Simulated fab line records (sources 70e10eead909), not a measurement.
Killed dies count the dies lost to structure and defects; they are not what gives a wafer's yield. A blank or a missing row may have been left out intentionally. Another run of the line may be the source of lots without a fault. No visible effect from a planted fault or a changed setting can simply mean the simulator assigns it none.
fab line records | flow nand_harc
record: lots: 6 | wafers: 18 | last_day: 32
route steps=1302 shown A_STAIRCASE@671 END@1302
lots with no fault: from the same line, run without faults
start_h: the number of hours between the record's first day and the start of the first shown wafer of the lot | wait_h: time in hours since the lot's previous step | " as in the row above | L1.1+2: a row that stands for several wafers | - either no value or no given start | * or withheld: withheld | < > ~ a bound
route shown NAME@n: names a module that has steps shown in the file, with the first one's number in the route | usual: mean and standard deviation over wafers with no fault | same: alike in all rows | chamber/n: place in a boat | sites: per-site readings | _std_site: the values' standard deviation | _edge_site: mean of outer sites minus mean of inner sites | radius_mm: for every site, how far away it sits from the centre of the wafer | mask NAME#n: copy n | behind: the tool/chamber that last shaped the wafer | hold: why the lot went on hold/how many hours it stayed there/how the hold came to an end | device: the n, p or np transistor that did not switch | end of line: tests of these same wafers at the route's end | where a step has no rows: the recipe by itself | killed: the dies lost at the first sort to structure and to defects; this is not the yield of the wafer | map: per-die view of a wafer (x killed, . not killed, _ where there is no die)
set.NAME: the run value of the setting; set.NAME@STEP: its run value at that earlier step | model.NAME: the simulator's own value behind a step, which no gauge read
lots seen at some steps along the route; tables by step, rows by wafer
services: when a tool's chamber went out of use (start_h, in hours from the record's first day, below 0 if earlier), for how many hours, and the reason
== steps ==
step: NHARC_A_STAIRCASE_ETCH_15
recipe: target_depth_a: 1000 | time_s: 40.5 | ion_energy_ev: 400 | c4f8_flow_sccm: 20 | o2_flow_sccm: 10 | ar_flow_sccm: withheld | rf_w: 600 | bias_w: 1000 | chemistry: C4F8/O2
step: NHARC_A_STAIRCASE_TRIM_16
recipe: time_s: 211.2 | o2_flow_sccm: 500 | ar_flow_sccm: 0 | bias_w: 0 | chemistry: O2
usual: drypump_motor_current_A: 5.8/0.51 | oes_product_au: 1.000/0.0087 | rf_vpp_V: 57.6/0.85 | showerhead_plenum_p_Torr: 3.45/0.072 | throttle_valve_pct: 17.036/0.0096
lot.wafer | tool        | chamber | start_h | wait_h | drypump_motor_current_A | oes_product_au | rf_hours_counter_h | rf_vpp_V | showerhead_plenum_p_Torr | throttle_valve_pct
L281.3    | rie_diel-11 | 0       | -       | -      | 5.5                     | 1.002          | 27                 | 58.4     | 3.55                     | 17.052
L281.4    | "           | 1       | "       | "      | 5.8                     | 1.008          | 27                 | 57.7     | 3.47                     | 17.033
L281.6    | "           | 3       | "       | "      | 5.9                     | 1.002          | -                  | 58.2     | 3.45                     | 17.043
L288.4    | rie_diel-08 | 2       | -       | -      | 5.9                     | 0.989          | 14                 | 58.6     | 3.49                     | 17.045
L288.6    | "           | 0       | "       | "      | 5.3                     | 1.000          | -                  | 57.4     | 3.52                     | 17.027
L288.5    | "           | 1       | "       | "      | 4.8                     | 1.001          | -                  | 57.6     | 3.47                     | 17.030
L296.4    | rie_diel-04 | 0       | -       | -      | 6.5                     | 1.004          | 41                 | 57.3     | 3.52                     | 17.028
L296.5    | "           | 0       | "       | "      | 6.5                     | 0.999          | -                  | 55.3     | 3.52                     | 17.033
L296.6    | "           | 1       | "       | "      | 5.9                     | 0.999          | -                  | 59.6     | 3.48                     | 17.038
L300.3    | rie_diel-11 | 0       | -       | -      | 5.5                     | 1.000          | 36                 | 57.5     | 3.51                     | 17.031
L300.4    | "           | 2       | "       | "      | 6.4                     | 0.999          | 44                 | 57.4     | 3.35                     | 17.047
L300.6    | "           | 3       | "       | "      | 5.9                     | 1.003          | -                  | 57.8     | 3.41                     | 17.032
L299.4    | rie_diel-08 | 0       | -       | -      | 5.3                     | 0.996          | 58                 | 59.9     | 3.50                     | 17.024
L299.3    | "           | 1       | "       | "      | 4.8                     | 0.999          | 63                 | 56.5     | 3.45                     | 17.040
L299.2    | "           | 3       | "       | "      | 6.2                     | 1.010          | 53                 | 57.9     | 3.31                     | 17.025
L302.3    | rie_diel-08 | 0       | -       | -      | 5.3                     | 1.019          | 3                  | 57.1     | 3.49                     | 17.021
L302.4    | "           | 2       | "       | "      | 6.0                     | 0.995          | 2                  | 58.9     | 3.46                     | 17.048
L302.6    | "           | 1       | "       | "      | 4.8                     | 1.000          | -                  | 58.0     | 3.45                     | 17.033
step: NHARC_A_STAIRCASE_ETCH_17
recipe: target_depth_a: 1000 | time_s: 40.5 | ion_energy_ev: 400 | c4f8_flow_sccm: 20 | o2_flow_sccm: 10 | ar_flow_sccm: withheld | rf_w: 600 | bias_w: 1000 | chemistry: C4F8/O2
step: NHARC_A_STAIRCASE_TRIM_18
recipe: time_s: 211.2 | o2_flow_sccm: 500 | ar_flow_sccm: 0 | bias_w: 0 | chemistry: O2
step: NHARC_A_STAIRCASE_ETCH_19
recipe: target_depth_a: 1000 | time_s: 40.5 | ion_energy_ev: 400 | c4f8_flow_sccm: 20 | o2_flow_sccm: 10 | ar_flow_sccm: withheld | rf_w: 600 | bias_w: 1000 | chemistry: C4F8/O2
usual: oes_product_au: 0.942/0.0097 | rf_vpp_V: 892.7/2.7
lot.wafer | tool        | chamber | start_h | wait_h | oes_product_au | rf_hours_counter_h | rf_vpp_V
L281.4    | rie_diel-11 | 0       | -       | -      | 0.926          | 31                 | 896.7
L281.3    | "           | 1       | "       | "      | 0.946          | 29                 | 894.0
L281.6    | "           | 0       | "       | "      | 0.925          | -                  | 897.4
L288.4    | rie_diel-08 | 3       | -       | -      | 0.948          | 13                 | 888.3
L288.6    | "           | 1       | "       | "      | 0.950          | -                  | 894.0
L288.5    | "           | 2       | "       | "      | 0.941          | -                  | 894.2
L296.4    | rie_diel-04 | 2       | -       | -      | 0.954          | 40                 | 889.8
L296.6    | "           | 1       | "       | "      | 0.924          | -                  | 893.7
L296.5    | "           | 2       | "       | "      | 0.947          | -                  | 889.2
L300.4    | rie_diel-11 | 1       | -       | -      | 0.951          | 35                 | 893.6
L300.3    | "           | 3       | "       | "      | 0.948          | 40                 | 890.1
L300.6    | "           | 1       | "       | "      | 0.938          | -                  | 893.0
L299.4    | rie_diel-08 | 0       | -       | -      | 0.941          | 58                 | 895.0
L299.2    | "           | 2       | "       | "      | 0.939          | 58                 | 893.0
L299.3    | "           | 3       | "       | "      | 0.948          | 53                 | 888.4
L302.3    | rie_diel-08 | 1       | -       | -      | 0.949          | 3                  | 893.1
L302.4    | "           | 0       | "       | "      | 0.956          | 3                  | 895.3
L302.6    | "           | 2       | "       | "      | 0.944          | -                  | 892.9
step: NHARC_A_STAIRCASE_TRIM_20
recipe: time_s: 211.2 | o2_flow_sccm: 500 | ar_flow_sccm: 0 | bias_w: 0 | chemistry: O2
usual: drypump_motor_current_A: 5.8/0.53 | oes_product_au: 1.001/0.0085 | rf_vpp_V: 57.5/0.89 | showerhead_plenum_p_Torr: 3.44/0.072 | throttle_valve_pct: 17.037/0.0088
lot.wafer | tool        | chamber | start_h | wait_h | drypump_motor_current_A | oes_product_au | rf_hours_counter_h | rf_vpp_V | showerhead_plenum_p_Torr | throttle_valve_pct
L281.3    | rie_diel-11 | 3       | 363.36  | 0.1    | 5.9                     | 0.997          | 33                 | 57.6     | 3.44                     | 17.032
L281.4    | "           | 1       | "       | "      | 5.8                     | 1.012          | 29                 | 56.8     | 3.47                     | 17.051
L281.6    | "           | 3       | "       | "      | 5.9                     | 0.991          | -                  | 58.8     | 3.44                     | 17.038
L288.4    | rie_diel-08 | 3       | 431.92  | 0.1    | 6.1                     | 1.017          | 13                 | 56.8     | 3.33                     | 17.040
L288.5    | "           | 0       | "       | "      | 5.3                     | 0.990          | -                  | 57.5     | 3.52                     | 17.042
L288.6    | "           | 1       | "       | "      | 4.8                     | 0.992          | -                  | 59.6     | 3.47                     | 17.049
L296.4    | rie_diel-08 | 1       | 506.50  | 0.1    | 4.8                     | 1.005          | 49                 | 58.0     | 3.46                     | 17.036
L296.6    | "           | 3       | "       | "      | 6.2                     | 1.012          | -                  | 57.5     | 3.32                     | 17.041
L296.5    | "           | 0       | "       | "      | 5.3                     | 1.009          | -                  | 58.3     | 3.50                     | 17.038
L300.4    | rie_diel-04 | 2       | 543.72  | 0.1    | 6.6                     | 0.993          | 0                  | 57.5     | 3.34                     | 17.047
L300.3    | "           | 3       | "       | "      | 5.6                     | 1.004          | 0                  | 57.8     | 3.33                     | 17.040
L300.6    | "           | 2       | "       | "      | 6.7                     | 0.987          | -                  | 57.0     | 3.34                     | 17.040
L299.3    | rie_diel-08 | 2       | 544.15  | 0.1    | 5.9                     | 0.990          | 58                 | 58.1     | 3.46                     | 17.039
L299.2    | "           | 3       | "       | "      | 6.1                     | 0.998          | 54                 | 56.8     | 3.31                     | 17.030
L299.4    | "           | 0       | "       | "      | 5.3                     | 0.997          | 58                 | 57.2     | 3.50                     | 17.033
L302.4    | rie_diel-08 | 2       | 567.80  | 0.1    | 5.9                     | 0.998          | 2                  | 58.2     | 3.46                     | 17.029
L302.3    | "           | 0       | "       | "      | 5.3                     | 1.017          | 3                  | 57.8     | 3.49                     | 17.029
L302.6    | "           | 2       | "       | "      | 5.9                     | 0.996          | -                  | 57.0     | 3.46                     | 17.039
step: NHARC_A_STAIRCASE_ETCH_21
recipe: target_depth_a: 1000 | time_s: 40.5 | ion_energy_ev: 400 | c4f8_flow_sccm: 20 | o2_flow_sccm: 10 | ar_flow_sccm: withheld | rf_w: 600 | bias_w: 1000 | chemistry: C4F8/O2
step: NHARC_A_STAIRCASE_TRIM_22
recipe: time_s: 211.2 | o2_flow_sccm: 500 | ar_flow_sccm: 0 | bias_w: 0 | chemistry: O2
step: NHARC_A_STAIRCASE_ETCH_23
recipe: target_depth_a: 1000 | time_s: 40.5 | ion_energy_ev: 400 | c4f8_flow_sccm: 20 | o2_flow_sccm: 10 | ar_flow_sccm: withheld | rf_w: 600 | bias_w: 1000 | chemistry: C4F8/O2
usual: oes_product_au: 0.947/0.012 | rf_vpp_V: 892.5/2.8
lot.wafer | tool        | chamber | start_h | wait_h | oes_product_au | rf_hours_counter_h | rf_vpp_V
L281.4    | rie_diel-11 | 3       | -       | -      | 0.937          | 33                 | 893.7
L281.3    | "           | 0       | "       | "      | 0.938          | 31                 | 897.7
L281.6    | "           | 0       | "       | "      | 0.939          | -                  | 896.8
L288.4    | rie_diel-08 | 2       | -       | -      | 0.953          | 15                 | 894.8
L288.5    | "           | 2       | "       | "      | 0.953          | -                  | 894.2
L288.6    | "           | 3       | "       | "      | 0.950          | -                  | 888.5
L296.4    | rie_diel-08 | 3       | -       | -      | 0.950          | 43                 | 887.6
L296.6    | "           | 1       | "       | "      | 0.931          | -                  | 892.8
L296.5    | "           | 2       | "       | "      | 0.931          | -                  | 893.1
L300.3    | rie_diel-04 | 2       | -       | -      | 0.944          | 0                  | 889.9
L300.4    | "           | 3       | "       | "      | 0.947          | 0                  | 890.3
L300.6    | "           | 2       | "       | "      | 0.950          | -                  | 889.6
L299.4    | rie_diel-08 | 2       | -       | -      | 0.941          | 59                 | 894.0
L299.3    | "           | 0       | "       | "      | 0.952          | 59                 | 895.3
L299.2    | "           | 1       | "       | "      | 0.950          | 63                 | 894.8
L302.4    | rie_diel-08 | 2       | -       | -      | 0.931          | 2                  | 893.4
L302.3    | "           | 3       | "       | "      | 0.932          | 3                  | 888.4
L302.6    | "           | 2       | "       | "      | 0.934          | -                  | 893.4
step: NHARC_A_STAIRCASE_TRIM_24
recipe: time_s: 211.2 | o2_flow_sccm: 500 | ar_flow_sccm: 0 | bias_w: 0 | chemistry: O2
usual: drypump_motor_current_A: 5.8/0.53 | oes_product_au: 1.001/0.0092 | rf_vpp_V: 57.5/0.76 | showerhead_plenum_p_Torr: 3.44/0.072 | throttle_valve_pct: 17.035/0.0099
lot.wafer | tool        | chamber | start_h | wait_h | drypump_motor_current_A | oes_product_au | rf_hours_counter_h | rf_vpp_V | showerhead_plenum_p_Torr | throttle_valve_pct
L281.4    | rie_diel-11 | 2       | -       | -      | 6.4                     | 1.002          | 32                 | 58.1     | 3.39                     | 17.049
L281.3    | "           | 0       | "       | "      | 5.5                     | 0.995          | 31                 | 57.0     | 3.54                     | 17.033
L281.6    | "           | 2       | "       | "      | 6.4                     | 1.002          | -                  | 57.7     | 3.39                     | 17.034
L288.4    | rie_diel-08 | 2       | -       | -      | 6.0                     | 1.000          | 15                 | 58.1     | 3.49                     | 17.052
L288.5    | "           | 2       | "       | "      | 5.9                     | 1.004          | -                  | 58.1     | 3.49                     | 17.048
L288.6    | "           | 3       | "       | "      | 6.2                     | 1.004          | -                  | 57.3     | 3.33                     | 17.028
L296.4    | rie_diel-08 | 0       | -       | -      | 5.3                     | 1.012          | 46                 | 57.4     | 3.50                     | 17.022
L296.6    | "           | 3       | "       | "      | 6.1                     | 1.019          | -                  | 57.4     | 3.32                     | 17.043
L296.5    | "           | 0       | "       | "      | 5.3                     | 1.005          | -                  | 56.6     | 3.50                     | 17.038
L300.3    | rie_diel-04 | 0       | -       | -      | 6.5                     | 0.993          | 0                  | 57.5     | 3.52                     | 17.044
L300.4    | "           | 2       | "       | "      | 6.7                     | 0.984          | 0                  | 58.2     | 3.34                     | 17.029
L300.6    | "           | 0       | "       | "      | 6.5                     | 1.005          | -                  | 58.5     | 3.52                     | 17.042
L299.3    | rie_diel-08 | 2       | -       | -      | 5.9                     | 0.986          | 59                 | 57.4     | 3.46                     | 17.040
L299.2    | "           | 3       | "       | "      | 6.1                     | 1.014          | 54                 | 56.6     | 3.31                     | 17.023
L299.4    | "           | 0       | "       | "      | 5.3                     | 0.996          | 59                 | 58.2     | 3.50                     | 17.036
L302.3    | rie_diel-08 | 0       | -       | -      | 5.3                     | 1.011          | 3                  | 58.3     | 3.49                     | 17.050
L302.4    | "           | 1       | "       | "      | 4.8                     | 0.997          | 3                  | 58.7     | 3.45                     | 17.032
L302.6    | "           | 3       | "       | "      | 6.2                     | 1.008          | -                  | 56.1     | 3.31                     | 17.019
step: NHARC_A_STAIRCASE_ETCH_25
recipe: target_depth_a: 1000 | time_s: 40.5 | ion_energy_ev: 400 | c4f8_flow_sccm: 20 | o2_flow_sccm: 10 | ar_flow_sccm: withheld | rf_w: 600 | bias_w: 1000 | chemistry: C4F8/O2
step: NHARC_A_STAIRCASE_TRIM_26
recipe: time_s: 211.2 | o2_flow_sccm: 500 | ar_flow_sccm: 0 | bias_w: 0 | chemistry: O2
usual: drypump_motor_current_A: 5.8/0.53 | oes_product_au: 0.999/0.0094 | rf_vpp_V: 57.6/0.81 | showerhead_plenum_p_Torr: 3.44/0.071 | throttle_valve_pct: 17.037/0.0088
lot.wafer | tool        | chamber | start_h | wait_h | drypump_motor_current_A | oes_product_au | rf_hours_counter_h | rf_vpp_V | showerhead_plenum_p_Torr | throttle_valve_pct
L281.4    | rie_diel-11 | 0       | 364.10  | -      | 5.5                     | 0.997          | 31                 | 58.9     | 3.54                     | 17.035
L281.3    | "           | 2       | "       | "      | 6.4                     | 1.003          | 32                 | 56.1     | 3.39                     | 17.042
L281.6    | "           | 3       | "       | "      | 5.9                     | 1.006          | -                  | 58.3     | 3.44                     | 17.058
L288.4    | rie_diel-08 | 3       | 432.65  | -      | 6.2                     | 0.998          | 13                 | 57.4     | 3.33                     | 17.031
L288.5    | "           | 1       | "       | "      | 4.8                     | 0.994          | -                  | 59.3     | 3.47                     | 17.032
L288.6    | "           | 2       | "       | "      | 5.9                     | 1.002          | -                  | 57.8     | 3.49                     | 17.038
L296.4    | rie_diel-08 | 3       | 507.44  | -      | 6.1                     | 1.008          | 43                 | 56.6     | 3.32                     | 17.036
L296.5    | "           | 1       | "       | "      | 4.8                     | 0.990          | -                  | 58.2     | 3.45                     | 17.040
L296.6    | "           | 2       | "       | "      | 5.9                     | 1.000          | -                  | 57.8     | 3.47                     | 17.030
L300.4    | rie_diel-04 | 1       | 544.45  | -      | 5.9                     | 1.018          | 0                  | 58.1     | 3.47                     | 17.025
L300.3    | "           | 3       | "       | "      | 5.6                     | 0.999          | 0                  | 57.0     | 3.33                     | 17.038
L300.6    | "           | 2       | "       | "      | 6.7                     | 0.994          | -                  | 58.3     | 3.34                     | 17.025
L299.3    | rie_diel-08 | 3       | 544.88  | -      | 6.2                     | 0.844          | 54                 | 56.8     | 3.31                     | 17.043
L299.4    | "           | 1       | "       | "      | 4.8                     | 0.804          | 64                 | 58.4     | 3.45                     | 17.051
L299.2    | "           | 2       | "       | "      | 5.9                     | 1.007          | 59                 | 57.1     | 3.46                     | 17.031
L302.4    | rie_diel-08 | 0       | 568.55  | -      | 5.3                     | 0.824          | 3                  | 57.3     | 3.49                     | 17.046
L302.3    | "           | 1       | "       | "      | 4.8                     | 0.806          | 3                  | 56.3     | 3.45                     | 17.044
L302.6    | "           | 0       | "       | "      | 5.3                     | 1.018          | -                  | 58.8     | 3.49                     | 17.032
step: NHARC_A_STAIRCASE_ETCH_27
recipe: target_depth_a: 1000 | time_s: 40.5 | ion_energy_ev: 400 | c4f8_flow_sccm: 20 | o2_flow_sccm: 10 | ar_flow_sccm: withheld | rf_w: 600 | bias_w: 1000 | chemistry: C4F8/O2
step: NHARC_END_SORT_01
recipe: temp_c: 25
usual: killed_at_array: 53/19 | killed_at_other: 0.8/1.2 | killed_at_periphery: 3.7/2.3 | killed_dies: 57/19 | killed_open: 3.2/1.7 | killed_short: 2.6/1.8
same: gross_dies: 677
lot.wafer | tool      | chamber | start_h | wait_h | killed_at_array | killed_at_other | killed_at_periphery | killed_dies | killed_open | killed_short
L288.4    | prober-01 | 0       | 635.41  | 3.4    | 81              | 0               | 3                   | 84          | 5           | 2
L288.5    | prober-01 | 0       | 636.22  | 3.7    | 84              | 2               | 0                   | 86          | 0           | 2
L288.6    | prober-01 | 0       | 637.03  | 4.1    | 86              | 1               | 1                   | 88          | 1           | 2
L299.3    | prober-01 | 0       | 763.15  | 3.1    | 540             | 0               | 1                   | 541         | 0           | 5
L299.4    | prober-01 | 0       | 763.95  | 3.4    | 489             | 1               | 3                   | 493         | 1           | 2
L302.3    | prober-02 | 0       | 775.72  | 3.1    | 509             | 1               | 3                   | 513         | 3           | 4
L302.4    | prober-02 | 0       | 776.51  | 3.4    | 455             | 1               | 5                   | 461         | 3           | 1
killed by level:class
L288.4 A_CHANNEL_HOLE_D1:chamber_film_flake=27 A_SLIT:chamber_film_flake=21 A_CHANNEL_HOLE_D2:chamber_film_flake=20 A_BONDPAD:chamber_film_flake=4 P_M0:geometric_particle:open=2 A_STAIRCASE:chamber_film_flake=2 P_STI:geometric_particle:open=1 A_SOURCE_PLATE:geometric_particle:open=1
L288.5 A_CHANNEL_HOLE_D1:chamber_film_flake=32 A_SLIT:chamber_film_flake=18 A_CHANNEL_HOLE_D2:chamber_film_flake=16 A_STAIRCASE:chamber_film_flake=4 A_CONTACT:chamber_film_flake=3 A_BONDPAD:chamber_film_flake=3 A_CHANNEL_FILL_D2:chamber_film_flake=2 A_BLC:chamber_film_flake=2
L288.6 A_SLIT:chamber_film_flake=30 A_CHANNEL_HOLE_D2:chamber_film_flake=28 A_CHANNEL_HOLE_D1:chamber_film_flake=15 A_STAIRCASE:chamber_film_flake=3 A_CONTACT:chamber_film_flake=3 A_BONDPAD:chamber_film_flake=2 A_CHANNEL_FILL_D2:geometric_particle:short=1 A_BLC:geometric_particle:open=1
L299.3 A_STAIRCASE:area_trim=488 A_CHANNEL_HOLE_D2:chamber_film_flake=20 A_CHANNEL_HOLE_D1:chamber_film_flake=17 A_STAIRCASE:chamber_film_flake=3 A_CONTACT:chamber_film_flake=3 A_M0:geometric_particle:short=2 A_M1:geometric_particle:short=2 A_SLIT:chamber_film_flake=2
L299.4 A_STAIRCASE:area_trim=426 A_CHANNEL_HOLE_D1:chamber_film_flake=31 A_CHANNEL_HOLE_D2:chamber_film_flake=20 A_SLIT:chamber_film_flake=5 A_STAIRCASE:chamber_film_flake=4 P_M2:chamber_film_flake=2 P_M0:geometric_particle:open=1 A_CHANNEL_FILL_D2:geometric_particle:short=1
L302.3 A_STAIRCASE:area_trim=442 A_SLIT:chamber_film_flake=28 A_CHANNEL_HOLE_D1:chamber_film_flake=15 A_CHANNEL_HOLE_D2:chamber_film_flake=11 P_GATE:chamber_film_flake=3 A_CONTACT:chamber_film_flake=3 A_ONON_D2:geometric_particle:short=2 A_CHANNEL_FILL_D1:chamber_film_flake=2
L302.4 A_STAIRCASE:area_trim=401 A_CHANNEL_HOLE_D2:chamber_film_flake=19 A_SLIT:chamber_film_flake=18 A_CHANNEL_HOLE_D1:chamber_film_flake=6 A_CONTACT:chamber_film_flake=3 P_GATE:chamber_film_flake=2 P_M2:chamber_film_flake=2 A_STAIRCASE:chamber_film_flake=2
map L299.3 (x killed, . not)
____________.____________
_________.x.x..._________
_______xx..xx.xxxx_______
______.xx..xxxxx.x.______
_____.xxxxx.xxxx.xx._____
____...xx.xxxxxxxxxxx____
____x.xxxx.xxx.xx.xxx____
___....x..xxxxxxxxx..x___
___.x.xxxxx.xxxxxxxx..___
__.xxx.xxxxxxxxx.x..x..__
__.xxxxxxxxxxxxxxxxxxxx__
_.x..xx.xx.x.x.xxxxxxx.._
_..x.xx.xxxxxxxxxxxxxx.._
_.xxxxxx.xxxxxxx.xx.xxxx_
_xx.xxxxxxxxxxxxxxxxxxxx_
_....xxxxxxxxxxx..xxxxx._
.xx.xxxxxxxxxxxxxxxxxx.xx
x.xxxxxxxxxxxxxxxx..xxxxx
x.xx..xxxxxxxxxxxxxx.xxxx
.xx.xx.xxxxxxxx.xxxxxxxxx
..x.xx.xxxxxxxxxxxxxxxxxx
_x.xxxxxxxxxxxxxxxxxx.xx_
_x.xxx.xxxxxxxxxxxxxxxxx_
_x..xxxxxxxxxxxxx.xx.xxx_
_.xxxxxxxxxxxxxxxxxxxxxx_
_.x.x.xxxxxxxxxxxxxxx..x_
__.xxxxxxxxxxxxxxxxxxx.__
__.xx.xxx.xxxxxxxxxxxxx__
___..xxxxxxxxx..xxxxxx___
___xxxxxxxxxx.xxxxxxxx___
____xxx..xxxxxxxxx.xx____
____xxxxxx.xx.xxxxx.x____
_____x.x.xxxxxxxxxxx_____
______.xx.xxxxxx.xx______
_______..x..x.xx.x_______
_________xx.xx.x_________
____________.____________
map L302.3 (x killed, . not)
____________x____________
_________xxxxxxx_________
_______.xx...xx..x_______
______x..xxxx.xxxxx______
_____.xxxxx..xxx.xxx_____
____.x.xx.xx.xxxxxxxx____
____xx.xxxxxxx.xxx.xx____
___..xx.x.xxx.xxxxxxxx___
___x..xxxx.x.xxx.xxxx.___
__xx.x..xx.xxx.xxxxxx..__
__.xxx..xx.x..xxxx.xx.x__
_xxxxxxx.xxxxxxx.xx.xx.x_
_x.x.xx.x..x.x.xxx..xxxx_
_.xxxxxx.x.xxx.x.xx..xxx_
_.xxx.xxxxxxxxxxxxxxxxxx_
_xx.xx.x...xxx.xxxxxxx.x_
xxx.xxxxxxxx.xxxxxxxx..xx
xxxxxxxx.x.x..xxx.xxx.xxx
.xxxxxxxxxxxxx.xx.xxxxx.x
xxxxxxxxxxx...xxxx.x.xxxx
x.xxxxxx..xxx.x.xxxxxxxx.
_xxx.xx.x.x.xxx.xx.xxx.x_
_xxxxxxxxxx.x.xxxx..xxx._
_xxxxxxxx.xxx.xx.xxxx.xx_
_xxxxxxxxxxxxxxx..x.x.xx_
_xxxxxxxx.x.xxx...xx.xxx_
__xxxxxxx..xxxx.xxxxxxx__
__x.x.x..x...x.x..x..xx__
___xxxxxxxxxxx.xx.xxxx___
___xxxxx.xxxx..xxxxxxx___
____xxxxx.x.x.xxxxxx.____
____xxxxxxxxx.xx...xx____
_____xxxx..xxxxxxxxx_____
______xx.xxxxxxx.xx______
_______x.xxxx...xx_______
_________xxx.x.x_________
____________x____________
== services ==
tool        | chamber | start_h | hours | kind
rie_diel-08 | 0       | 348.35  | -     | clean
rie_diel-08 | 1       | 348.35  | -     | clean
rie_diel-08 | 2       | 348.35  | -     | clean
rie_diel-08 | 3       | 348.35  | -     | clean
rie_diel-04 | -       | 354.90  | 9.0   | pm
rie_diel-08 | -       | 368.68  | 9.0   | pm
rie_diel-08 | 0       | 368.68  | 9.0   | vent_cycle
rie_diel-08 | 1       | 368.68  | 9.0   | vent_cycle
rie_diel-08 | 2       | 368.68  | 9.0   | vent_cycle
rie_diel-08 | 3       | 368.68  | 9.0   | vent_cycle
rie_diel-08 | 0       | 377.68  | -     | clean
rie_diel-08 | 0       | 377.68  | -     | consumable_replace:focus_ring
rie_diel-08 | 1       | 377.68  | -     | clean
rie_diel-08 | 2       | 377.68  | -     | clean
rie_diel-08 | 3       | 377.68  | -     | clean
rie_diel-11 | 3       | 384.84  | 1.2   | repair
rie_diel-08 | 0       | 402.95  | -     | clean
rie_diel-08 | 1       | 402.95  | -     | clean
rie_diel-11 | 1       | 420.84  | 8.0   | repair
rie_diel-11 | -       | 432.52  | 9.0   | pm
rie_diel-11 | 1       | 496.97  | 9.3   | repair
rie_diel-04 | 0       | 529.96  | 2.8   | repair
rie_diel-04 | -       | 534.62  | 9.0   | pm
rie_diel-08 | -       | 545.68  | 9.0   | pm
== key ==
first_sign: step: NHARC_A_STAIRCASE_TRIM_26 | reading: oes_product_au | direction: down | sigmas: 19 | usual: 0.999 | struck: 0.820
effect: step: NHARC_END_SORT_01 | reading: killed_dies | direction: up | sigmas: 23 | usual: 57 | struck: 502
more_kills_born_at: NHARC_A_STAIRCASE_TRIM_26@rie_diel-08: 1757
met_at NHARC_A_STAIRCASE_TRIM_26
struck_wafers L299.3,L299.4,L302.3,L302.4
later_rows_left_out L299.3,L299.4,L302.3,L302.4
tester_left_out L299,L302
onset_between 507.44 544.88
fault: kind: process_parameter_drift | tool: rie_diel-08 | chamber: - | onset_h: 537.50 | steps: NHARC_A_STAIRCASE_TRIM_26 | channel: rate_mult | offset: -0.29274 | shape: step | end_h: 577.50 | scope: struck_wafers_only
tester_left_out: of these lots the tester's yield and bins aren't shown, on N5 and GAA mostly nor the transistor test; their killed dies are dies lost to structure and defects alone, not to doping, threshold or leakage, so they don't give the yield
later_rows_left_out: the simulator's readings of these wafers behind a module that went badly wrong aren't trusted and aren't shown, but for the sort
